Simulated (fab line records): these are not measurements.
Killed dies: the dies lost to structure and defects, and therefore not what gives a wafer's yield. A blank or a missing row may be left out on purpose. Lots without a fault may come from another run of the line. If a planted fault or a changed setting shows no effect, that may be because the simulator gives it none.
Split-lot study :: flow n5_finfet :: 7 lots, 39 wafers read, on a route of 1938 steps

== THE SPLIT ==
At N5_MOL_CONTACT_COAG_ETCH_106 (etches SOC in N2/H2, target depth 80 nm, overetch 16 nm, time 120 s), the setting source_w was moved away from the recipe's 840 W on 18 of the 39 wafers read, by -11.6% to +17.6%. All remaining wafers had this setting at the recipe value.

The reading comes from the split's own step.

== THE READING ==
rf_vpp_V, in V, at N5_MOL_CONTACT_COAG_ETCH_106 (etches SOC in N2/H2, target depth 80 nm, overetch 16 nm, time 120 s). Fault-free wafers of this fab line usually give 524.8 V, standard deviation 2.4 V.

wafer: L074.1
tool, chamber at the split: rie_diel-02, 1
source_w as run, W: 922.7
against the recipe: +9.8%
rf_vpp_V, V: 508.8
against lot-mates on the recipe: -13.8

wafer: L074.2
tool, chamber at the split: rie_diel-02, 3
source_w as run, W: 922.7
against the recipe: +9.8%
rf_vpp_V, V: 507.4
against lot-mates on the recipe: -15.2

wafer: L074.3
tool, chamber at the split: rie_diel-02, 0
source_w as run, W: 922.7
against the recipe: +9.8%
rf_vpp_V, V: 501.4
against lot-mates on the recipe: -21.2

wafer: L074.4
tool, chamber at the split: rie_diel-02, 2
source_w as run, W: 840
against the recipe: recipe
rf_vpp_V, V: 523.4
against lot-mates on the recipe: -

wafer: L074.5
tool, chamber at the split: rie_diel-02, 3
source_w as run, W: 840
against the recipe: recipe
rf_vpp_V, V: 525.2
against lot-mates on the recipe: -

wafer: L074.6
tool, chamber at the split: rie_diel-02, 0
source_w as run, W: 840
against the recipe: recipe
rf_vpp_V, V: 519.2
against lot-mates on the recipe: -

wafer: L077.1
tool, chamber at the split: rie_diel-02, 0
source_w as run, W: 744.1
against the recipe: -11.4%
rf_vpp_V, V: 540.8
against lot-mates on the recipe: +17.5

wafer: L077.2
tool, chamber at the split: rie_diel-02, 1
source_w as run, W: 840
against the recipe: recipe
rf_vpp_V, V: 525.0
against lot-mates on the recipe: -

wafer: L077.3
tool, chamber at the split: rie_diel-02, 3
source_w as run, W: 744.1
against the recipe: -11.4%
rf_vpp_V, V: 545.9
against lot-mates on the recipe: +22.6

wafer: L077.4
tool, chamber at the split: rie_diel-02, 0
source_w as run, W: 840
against the recipe: recipe
rf_vpp_V, V: 519.8
against lot-mates on the recipe: -

wafer: L077.5
tool, chamber at the split: rie_diel-02, 1
source_w as run, W: 840
against the recipe: recipe
rf_vpp_V, V: 525.0
against lot-mates on the recipe: -

wafer: L077.6
tool, chamber at the split: rie_diel-02, 3
source_w as run, W: 744.1
against the recipe: -11.4%
rf_vpp_V, V: 546.1
against lot-mates on the recipe: +22.8

wafer: L080.1
tool, chamber at the split: rie_diel-03, 0
source_w as run, W: 840
against the recipe: recipe
rf_vpp_V, V: 527.9
against lot-mates on the recipe: -

wafer: L080.2
tool, chamber at the split: rie_diel-03, 2
source_w as run, W: 929.2
against the recipe: +10.6%
rf_vpp_V, V: 505.3
against lot-mates on the recipe: -22.2

wafer: L080.3
tool, chamber at the split: rie_diel-03, 1
source_w as run, W: 929.2
against the recipe: +10.6%
rf_vpp_V, V: 506.2
against lot-mates on the recipe: -21.3

wafer: L080.4
tool, chamber at the split: rie_diel-03, 2
source_w as run, W: 929.2
against the recipe: +10.6%
rf_vpp_V, V: 505.4
against lot-mates on the recipe: -22.1

wafer: L080.5
tool, chamber at the split: rie_diel-03, 0
source_w as run, W: 840
against the recipe: recipe
rf_vpp_V, V: 528.4
against lot-mates on the recipe: -

wafer: L080.6
tool, chamber at the split: rie_diel-03, 1
source_w as run, W: 840
against the recipe: recipe
rf_vpp_V, V: 526.1
against lot-mates on the recipe: -

wafer: L082.1
tool, chamber at the split: rie_diel-03, 0
source_w as run, W: 840
against the recipe: recipe
rf_vpp_V, V: 528.4
against lot-mates on the recipe: -

wafer: L082.2
tool, chamber at the split: rie_diel-03, 1
source_w as run, W: 742.2
against the recipe: -11.6%
rf_vpp_V, V: 548.6
against lot-mates on the recipe: +21.8

wafer: L082.3
tool, chamber at the split: rie_diel-03, 3
source_w as run, W: 742.2
against the recipe: -11.6%
rf_vpp_V, V: 546.1
against lot-mates on the recipe: +19.3

wafer: L082.4
tool, chamber at the split: rie_diel-03, 2
source_w as run, W: 742.2
against the recipe: -11.6%
rf_vpp_V, V: 544.1
against lot-mates on the recipe: +17.3

wafer: L082.5
tool, chamber at the split: rie_diel-03, 3
source_w as run, W: 840
against the recipe: recipe
rf_vpp_V, V: 523.4
against lot-mates on the recipe: -

wafer: L082.6
tool, chamber at the split: rie_diel-03, 0
source_w as run, W: 840
against the recipe: recipe
rf_vpp_V, V: 528.7
against lot-mates on the recipe: -

wafer: L090.1
tool, chamber at the split: rie_diel-03, 1
source_w as run, W: 987.8
against the recipe: +17.6%
rf_vpp_V, V: 498.0
against lot-mates on the recipe: -27.4

wafer: L090.2
tool, chamber at the split: rie_diel-03, 2
source_w as run, W: 840
against the recipe: recipe
rf_vpp_V, V: 523.4
against lot-mates on the recipe: -

wafer: L090.3
tool, chamber at the split: rie_diel-03, 3
source_w as run, W: 840
against the recipe: recipe
rf_vpp_V, V: 524.9
against lot-mates on the recipe: -

wafer: L090.4
tool, chamber at the split: rie_diel-03, 0
source_w as run, W: 987.8
against the recipe: +17.6%
rf_vpp_V, V: 499.1
against lot-mates on the recipe: -26.3

wafer: L090.5
tool, chamber at the split: rie_diel-03, 0
source_w as run, W: 840
against the recipe: recipe
rf_vpp_V, V: 527.9
against lot-mates on the recipe: -

wafer: L090.6
tool, chamber at the split: rie_diel-03, 1
source_w as run, W: 987.8
against the recipe: +17.6%
rf_vpp_V, V: 498.5
against lot-mates on the recipe: -26.9

wafer: L091.1
tool, chamber at the split: rie_diel-03, 3
source_w as run, W: 840
against the recipe: recipe
rf_vpp_V, V: 523.8
against lot-mates on the recipe: -

wafer: L091.3
tool, chamber at the split: rie_diel-03, 1
source_w as run, W: 840
against the recipe: recipe
rf_vpp_V, V: 524.0
against lot-mates on the recipe: -

wafer: L091.6
tool, chamber at the split: rie_diel-03, 2
source_w as run, W: 840
against the recipe: recipe
rf_vpp_V, V: 523.5
against lot-mates on the recipe: -

wafer: L094.1
tool, chamber at the split: rie_diel-03, 1
source_w as run, W: 757.9
against the recipe: -9.8%
rf_vpp_V, V: 541.6
against lot-mates on the recipe: +16.6

wafer: L094.2
tool, chamber at the split: rie_diel-03, 2
source_w as run, W: 840
against the recipe: recipe
rf_vpp_V, V: 522.3
against lot-mates on the recipe: -

wafer: L094.3
tool, chamber at the split: rie_diel-03, 0
source_w as run, W: 840
against the recipe: recipe
rf_vpp_V, V: 527.1
against lot-mates on the recipe: -

wafer: L094.4
tool, chamber at the split: rie_diel-03, 2
source_w as run, W: 757.9
against the recipe: -9.8%
rf_vpp_V, V: 540.6
against lot-mates on the recipe: +15.6

wafer: L094.5
tool, chamber at the split: rie_diel-03, 0
source_w as run, W: 757.9
against the recipe: -9.8%
rf_vpp_V, V: 545.7
against lot-mates on the recipe: +20.7

wafer: L094.6
tool, chamber at the split: rie_diel-03, 1
source_w as run, W: 840
against the recipe: recipe
rf_vpp_V, V: 525.7
against lot-mates on the recipe: -

FIT RESULTS
A straight line over all 39 wafers: rf_vpp_V changes by -1.7 V for each +1% of source_w; r = -0.98; the points scatter about the line by 2.8 V.
The same after taking each lot's own level away (the mean of its wafers on the recipe; 39 wafers): -1.71 V for each +1%; r = -0.99; scatter 2.5 V.
The reading moves by 30 V for the largest change in source_w, on that fit.
The lots' own levels span 522.60 to 527.47 V, that is 2.0 times the standard deviation above.
The two slopes are in agreement: the lot-to-lot level therefore moves the slope only a little.
Check: -30.4 V against its lot-mates is what the line predicts for one of the wafers moved furthest among these (+17.6%) when that wafer is left out of the fit. Against them it came out at -27.4 V.
Tool readings at the split's step, against how far the setting was moved: rf_vpp_V r = -0.98.

== ADDITIONAL SPLITS CARRIED BY THESE WAFERS ==
These wafers also went through other splits before the reading. Each is held against what the fit with the lots' levels taken away leaves over:
other split on the same wafers: N5_HKMG_FIN_EXPOSE_46 dose_mj
wafers away from the commonest value: 12
r with rf_vpp_V (lot level and that fit taken away): -0.17

== THE WHOLE CHAIN: every reading that the file lists as answering this split, in the file's order ==
step: N5_MOL_CONTACT_COAG_ETCH_106
what it does: etches SOC in N2/H2, target depth 80 nm, overetch 16 nm, time 120 s
reading: rf_vpp_V
change (the file's fit): -1.71 V for each +1% of the setting
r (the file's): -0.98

step: N5_MOL_CONTACT_COAG_ETCH_106
what it does: etches SOC in N2/H2, target depth 80 nm, overetch 16 nm, time 120 s
reading: SiARC_of_MOL_CONTACT_COAG_COAT_104.thk_nm (the simulator's own value, which no gauge read)
change (the file's fit): -0.0304 nm for each +1% of the setting
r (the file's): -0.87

== FILE'S OWN FIT ==
rf_vpp_V changes by -1.71 V for each +1% of source_w, r = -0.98.
